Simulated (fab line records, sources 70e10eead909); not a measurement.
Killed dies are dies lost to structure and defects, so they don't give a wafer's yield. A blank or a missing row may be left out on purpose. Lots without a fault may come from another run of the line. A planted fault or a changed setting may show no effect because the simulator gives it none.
fab line records | flow nand_harc
record lots=13 wafers=39 last_day=26
route steps=1159 shown P_ZERO_WELL@31 P_GATE@142 END@1159
lots that met no fault: from a run of the same line without faults
start_h: hours from the record's first day to the start of the lot's first wafer shown | wait_h: hours since the lot's step before | " the same as in the row above | L1.1+2: a row that stands for several wafers | - no value, or no start given | * or withheld: withheld | < > ~ a bound
route shown NAME@n: a module of which the file shows steps, and the number in the route of the first | usual: mean/standard deviation of fault-free wafers | same: alike in all rows | chamber/n: place in a boat | sites: the reading at each site | _std_site: their standard deviation | _edge_site: outer sites' mean less inner sites' | radius_mm: how far each site lies from the wafer's centre | mask NAME#n: copy n | behind: the tool/chamber that last shaped the wafer | hold: why the lot was held/for how many hours/how that ended | device: the transistor (n, p or np) that didn't switch | end of line: the same wafers' tests at the end of the route | a step without rows: its recipe alone | killed: dies lost to structure and defects at the first sort, not the wafer's yield | map: a wafer's dies, x killed, . not, _ none there
set.NAME: the setting as run; set.NAME@STEP: as run at that earlier step | model.NAME: the simulator's own value behind a step, which no gauge read
steps of the route over a sample of lots; a table a step, a row a wafer
services: from which hour (start_h, from the record's first day; less than 0 if before it) a tool's chamber was out of use, for how many hours, and why
## steps
# step NHARC_P_ZERO_WELL_DESCUM_26
# recipe time_s=3 o2_flow_sccm=200 ar_flow_sccm=0 bias_power_w=0 chemistry=O2
# usual drypump_motor_current_A=5.7/0.37 o2_flow_sccm=200.0/0.56 oes_product_au=1.005/0.01 rf_vpp_V=57.8/0.86 showerhead_plenum_p_Torr=1.91/0.089 throttle_valve_pct=11.310/0.0079
# same time_s=3
# columns lot.wafer tool chamber start_h wait_h drypump_motor_current_A o2_flow_sccm oes_product_au rf_hours_counter_h rf_vpp_V showerhead_plenum_p_Torr throttle_valve_pct
L310.3 rie_diel-07 3 14.78 - 5.8 200.1 1.004 8 58.7 1.88 11.316
L310.4 " 1 " " 5.6 201.1 0.986 7 57.5 1.91 11.313
L310.5 " 0 " " 5.7 200.3 1.008 - 57.7 1.80 11.317
L311.3 rie_diel-09 2 20.84 - 5.8 199.1 1.002 7 58.4 1.90 11.315
L311.4 " 3 " " 5.9 199.8 0.999 7 58.3 1.87 11.328
L311.5 " 0 " " 6.2 200.7 1.004 - 57.6 1.87 11.308
L315.2 rie_diel-07 1 44.53 - 5.7 200.3 0.983 9 56.1 1.91 11.322
L315.4 " 3 " " 5.8 200.2 0.996 - 59.4 1.88 11.318
L315.5 " 0 " " 5.7 199.1 1.000 - 56.7 1.80 11.326
L324.1 rie_diel-07 1 98.66 - 5.7 199.8 1.007 2 57.5 1.91 11.322
L324.2 " 2 " " 5.1 200.1 1.021 3 57.2 1.83 11.312
L324.5 " 2 " " 5.1 199.3 1.016 - 57.8 1.83 11.297
L325.4 rie_diel-10 2 104.64 - 5.3 200.5 1.010 7 56.9 2.00 11.295
L325.2 " 1 " " 5.7 199.8 1.007 9 57.5 2.02 11.296
L325.5 " 3 " " 6.2 198.8 1.013 - 56.5 1.79 11.323
L326.2 rie_diel-10 1 110.68 - 5.7 200.6 1.010 10 57.8 2.02 11.304
L326.6 " 0 " " 6.2 200.2 0.999 - 59.7 2.03 11.309
L326.5 " 1 " " 5.6 200.8 0.996 - 58.6 2.02 11.308
L327.2 rie_diel-07 3 117.37 - 5.7 201.0 1.003 4 57.2 1.88 11.308
L327.3 " 1 " " 5.6 200.6 1.004 4 59.2 1.91 11.324
L327.6 " 0 " " 5.7 199.9 1.011 - 57.4 1.80 11.315
L328.4 rie_diel-10 1 122.57 - 5.7 200.4 0.998 10 58.8 2.02 11.313
L328.1 " 2 " " 5.3 199.8 1.016 9 57.7 2.00 11.314
L328.3 " 3 " " 6.1 198.9 1.005 12 56.2 1.79 11.305
L329.2 rie_diel-10 2 128.77 - 5.3 199.6 1.028 9 58.2 2.00 11.315
L329.1 " 3 " " 6.2 200.9 1.018 12 57.5 1.79 11.306
L329.5 " 2 " " 5.3 200.3 1.015 - 58.4 2.00 11.303
L330.2 rie_diel-10 1 134.66 - 5.7 200.0 0.995 10 58.4 2.02 11.322
L330.1 " 2 " " 5.3 200.8 1.007 9 58.8 2.00 11.308
L330.3 " 3 " " 6.1 201.1 1.002 12 58.3 1.79 11.310
L331.2 rie_diel-07 2 140.78 - 5.1 199.8 1.017 5 58.0 1.83 11.318
L331.3 " 0 " " 5.7 199.7 1.009 5 58.1 1.80 11.300
L331.6 " 2 " " 5.2 199.6 1.028 - 58.0 1.83 11.322
L332.2 rie_diel-10 3 146.63 - 6.2 200.3 0.992 13 57.4 1.79 11.319
L332.3 " 1 " " 5.7 199.5 1.012 11 57.1 2.02 11.318
L332.6 " 2 " " 5.3 199.9 1.010 - 58.6 2.00 11.320
L333.4 rie_diel-10 0 152.77 - 6.2 199.9 0.995 12 58.5 2.03 11.301
L333.2 " 1 " " 5.7 199.5 1.003 11 57.7 2.02 11.313
L333.6 " 3 " " 6.2 199.4 0.995 - 58.4 1.79 11.309
# step NHARC_P_ZERO_WELL_EXPOSE_34
# recipe na=0.6 target_cd_nm=720 dose_mj=22.31 mask_id=P_PWELL
# columns lot.wafer tool chamber start_h wait_h mask
L310.3+4+5 krf_scanner-01 0 16.12 - P_PWELL#0
L311.3+4+5 krf_scanner-01 0 22.03 - P_PWELL#0
L315.2+4+5 krf_scanner-02 0 45.85 - P_NWELL#0
L324.1+2+5 krf_scanner-02 0 99.99 - P_PWELL#0
L325.2+4+5 krf_scanner-04 0 105.98 - P_PWELL#0
L326.2+5+6 krf_scanner-01 0 111.99 - P_PWELL#0
L327.2+3+6 krf_scanner-01 0 118.57 - P_PWELL#0
L328.1+3+4 krf_scanner-04 0 123.89 - P_PWELL#0
L329.1+2+5 krf_scanner-02 0 130.08 - P_PWELL#0
L330.1+2+3 krf_scanner-02 0 135.91 - P_PWELL#0
L331.2+3+6 krf_scanner-04 0 142.09 - P_PWELL#0
L332.2+3+6 krf_scanner-02 0 147.95 - P_PWELL#0
L333.2+4+6 krf_scanner-01 0 154.09 - P_PWELL#0
# step NHARC_P_ZERO_WELL_CD_MEAS_37
# recipe target_cd_nm=720 landing_energy_ev=500
# usual cd_nm=720.7/2
# columns lot.wafer tool chamber start_h wait_h cd_nm
L310.3 cd_sem-01 0 16.27 - 721.6
L310.4 " 0 " " 723.7
L310.5 " 0 " " 722.2
L311.3 cd_sem-02 0 22.18 - 719.7
L311.4 " 0 " " 717.2
L311.5 " 0 " " 718.3
L315.2 cd_sem-02 0 46.00 - -
L315.4 " 0 " " -
L315.5 " 0 " " -
L324.1 cd_sem-01 0 100.14 - 722.8
L324.2 " 0 " " 720.1
L324.5 " 0 " " 720.9
L325.2 cd_sem-01 0 106.13 - 724.8
L325.4 " 0 " " 723.6
L325.5 " 0 " " 724.6
L326.2 cd_sem-01 0 112.14 - 723.5
L326.5 " 0 " " 723.9
L326.6 " 0 " " 722.1
L327.2 cd_sem-02 0 118.73 - 721.8
L327.3 " 0 " " 718.6
L327.6 " 0 " " 716.4
L328.1 cd_sem-02 0 124.05 - 717.5
L328.3 " 0 " " 718.0
L328.4 " 0 " " 720.0
L329.1 cd_sem-03 0 130.24 - 721.3
L329.2 " 0 " " 719.8
L329.5 " 0 " " 720.0
L330.1 cd_sem-02 0 136.06 - 724.9
L330.2 " 0 " " 723.2
L330.3 " 0 " " 721.9
L331.2 cd_sem-01 0 142.25 - 718.0
L331.3 " 0 " " 722.2
L331.6 " 0 " " 723.3
L332.2 cd_sem-03 0 148.10 - 722.4
L332.3 " 0 " " 718.7
L332.6 " 0 " " 718.9
L333.2 cd_sem-03 0 154.24 - 720.2
L333.4 " 0 " " 719.0
L333.6 " 0 " " 717.5
# step NHARC_P_GATE_OVL_MEAS_27
# usual overlay_x_nm=0.1/0.83 overlay_y_nm=0.0/0.91
# columns lot.wafer tool chamber start_h wait_h overlay_x_nm overlay_y_nm
L310.3 overlay-01 - 90.20 - 1.2 0.5
L310.4 " - " " 0.9 0.9
L310.5 " - " " 1.1 0.2
L311.3 overlay-02 - 94.63 - 0.4 0.4
L311.4 " - " " 1.0 0.2
L311.5 " - " " 1.1 0.3
L325.2 overlay-01 - 178.18 - 1.3 -2.1
L325.4 " - " " 0.9 -2.2
L325.5 " - " " 1.5 -1.3
L324.1 overlay-01 - 178.72 - 0.8 0.3
L324.2 " - " " 0.2 0.3
L324.5 " - " " 0.4 0.6
L327.2 overlay-02 - 194.24 - -0.2 0.0
L327.3 " - " " -0.6 0.6
L327.6 " - " " 0.1 0.2
L326.2 overlay-01 - 194.39 - 0.5 -1.3
L326.5 " - " " 0.3 -1.4
L326.6 " - " " 0.6 -1.7
L328.1 overlay-01 - 196.87 - 1.0 -0.6
L328.3 " - " " 1.3 -1.0
L328.4 " - " " 0.7 -1.4
L329.1 overlay-01 - 205.90 - -1.5 0.3
L329.2 " - " " -1.3 0.5
L329.5 " - " " -0.7 0.1
L330.1 overlay-02 - 206.08 - -0.7 0.6
L330.2 " - " " -1.2 0.8
L330.3 " - " " -1.2 0.0
L331.2 overlay-01 - 213.26 - -0.4 0.3
L331.3 " - " " -0.1 0.4
L331.6 " - " " 0.2 0.3
L333.2 overlay-02 - 224.38 - 0.4 1.1
L333.4 " - " " 1.0 1.7
L333.6 " - " " 0.5 1.1
L332.2 overlay-01 - 224.71 - 0.3 -0.7
L332.3 " - " " 0.1 -0.7
L332.6 " - " " 0.6 -1.1
# step NHARC_P_GATE_CD_MEAS_46
# recipe target_cd_nm=720 landing_energy_ev=500
# usual cd_nm=720.0/1.9
# columns lot.wafer tool chamber start_h wait_h cd_nm
L310.3 cd_sem-03 0 102.16 - 718.2
L310.4 " 0 " " 717.5
L310.5 " 0 " " 718.6
L311.3 cd_sem-03 0 106.38 - 720.5
L311.4 " 0 " " 721.8
L311.5 " 0 " " 720.3
L325.2 cd_sem-02 0 189.91 - 721.4
L325.4 " 0 " " 721.6
L325.5 " 0 " " 722.5
L324.1 cd_sem-01 0 190.62 - 722.9
L324.2 " 0 " " 722.5
L324.5 " 0 " " 721.2
L326.2 cd_sem-03 0 206.24 - 717.6
L326.5 " 0 " " 720.7
L326.6 " 0 " " 716.2
L328.1 cd_sem-01 0 209.78 - 718.8
L328.3 " 0 " " 717.6
L328.4 " 0 " " 719.3
L327.2 cd_sem-01 0 209.94 - 720.1
L327.3 " 0 " " 717.7
L327.6 " 0 " " 717.1
L329.1 cd_sem-01 0 218.33 - 722.4
L329.2 " 0 " " 718.9
L329.5 " 0 " " 720.2
L330.1 cd_sem-03 0 218.56 - 720.0
L330.2 " 0 " " 719.9
L330.3 " 0 " " 719.4
L331.2 cd_sem-03 0 225.28 - 715.9
L331.3 " 0 " " 718.2
L331.6 " 0 " " 719.0
L333.2 cd_sem-03 0 236.20 - 719.3
L333.4 " 0 " " 717.6
L333.6 " 0 " " 719.6
L332.2 cd_sem-02 0 236.63 - 717.9
L332.3 " 0 " " 721.5
L332.6 " 0 " " 720.2
# step NHARC_END_SORT_01
# recipe temp_c=25
# usual killed_at_array=27/11 killed_at_other=0.6/1 killed_at_periphery=3.0/2.1 killed_dies=31/12 killed_open=3.2/1.7 killed_short=1.7/1.4
# same gross_dies=677
# columns lot.wafer tool chamber start_h wait_h killed_at_array killed_at_other killed_at_periphery killed_dies killed_open killed_short
L315.2 prober-02 0 497.71 2.8 30 1 646 677 3 2
L315.4 prober-02 0 499.29 3.4 31 0 646 677 4 2
L315.5 prober-02 0 500.08 3.7 22 1 654 677 3 4
# killed by level:class
L315.2 P_ZERO_WELL:area_expose=645 A_CHANNEL_HOLE_D1:chamber_film_flake=15 A_SLIT:chamber_film_flake=7 A_CONTACT:chamber_film_flake=3 A_WL_FILL:geometric_particle:open=2 P_CONTACT:geometric_particle:short=1 A_CHANNEL_FILL_D1:geometric_particle:open=1 A_M0:geometric_particle:short=1
L315.4 P_ZERO_WELL:area_expose=642 A_SLIT:chamber_film_flake=15 A_CHANNEL_HOLE_D1:chamber_film_flake=9 A_STAIRCASE:chamber_film_flake=3 P_GATE:geometric_particle:open=1 P_CONTACT:geometric_particle:open=1 P_M1:geometric_particle:open=1 A_ONON_D1:geometric_particle:open=1
L315.5 P_ZERO_WELL:area_expose=652 A_CHANNEL_HOLE_D1:chamber_film_flake=10 A_STAIRCASE:chamber_film_flake=3 A_ONON_D1:geometric_particle:open=2 A_SLIT:chamber_film_flake=2 A_CONTACT:chamber_film_flake=2 P_CONTACT:geometric_particle:short=1 P_M0:geometric_particle:open=1
## services
# columns tool chamber start_h hours kind
rie_diel-10 - -0.50 9.0 pm
rie_diel-10 0 -0.50 9.0 vent_cycle
rie_diel-10 1 -0.50 9.0 vent_cycle
rie_diel-10 2 -0.50 9.0 vent_cycle
rie_diel-10 3 -0.50 9.0 vent_cycle
rie_diel-10 0 8.50 - clean
rie_diel-09 0 12.37 7.2 repair
krf_scanner-04 - 21.54 0.9 repair
rie_diel-10 2 24.86 21.5 repair
krf_scanner-01 - 34.18 35.8 repair
krf_scanner-02 - 38.00 4.0 pm
rie_diel-07 2 39.06 5.7 repair
rie_diel-09 1 43.65 9.3 repair
rie_diel-07 - 51.20 9.0 pm
krf_scanner-04 - 59.09 0.8 repair
rie_diel-09 - 77.10 9.0 pm
krf_scanner-02 - 79.20 5.6 repair
krf_scanner-01 - 86.40 0.7 repair
krf_scanner-04 - 94.32 0.2 repair
rie_diel-10 0 98.53 1.6 repair
krf_scanner-02 - 106.36 2.0 repair
krf_scanner-01 - 124.06 0.3 repair
krf_scanner-04 - 126.02 4.0 pm
rie_diel-10 0 136.45 6.5 repair
## key
first_sign step=NHARC_P_ZERO_WELL_EXPOSE_34 reading=mask direction=changed
effect step=NHARC_P_ZERO_WELL_CD_MEAS_37 reading=cd_nm direction=missing
effect step=NHARC_END_SORT_01 reading=killed_at_periphery direction=up sigmas=99+ usual=3.0 struck=648.7
more_kills_born_at NHARC_P_ZERO_WELL_EXPOSE_34@krf_scanner-02=1939
met_at NHARC_P_ZERO_WELL_EXPOSE_34
struck_lots L315
later_rows_left_out L315.2,L315.4,L315.5
tester_left_out L315
not_acting_at NHARC_P_ZERO_WELL_DESCUM_26,NHARC_P_GATE_OVL_MEAS_27,NHARC_P_GATE_CD_MEAS_46
fault kind=wrong_mask tool=any chamber=- onset_h=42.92 steps=NHARC_P_ZERO_WELL_EXPOSE_34 aux_copy=P_NWELL#0 scope=struck_lots_only
# tester_left_out: of these lots the tester's yield and bins aren't shown, on N5 and GAA mostly nor the transistor test; their killed dies are dies lost to structure and defects alone, not to doping, threshold or leakage, so they don't give the yield
# later_rows_left_out: the simulator's readings of these wafers behind a module that went badly wrong aren't trusted and aren't shown, but for the sort
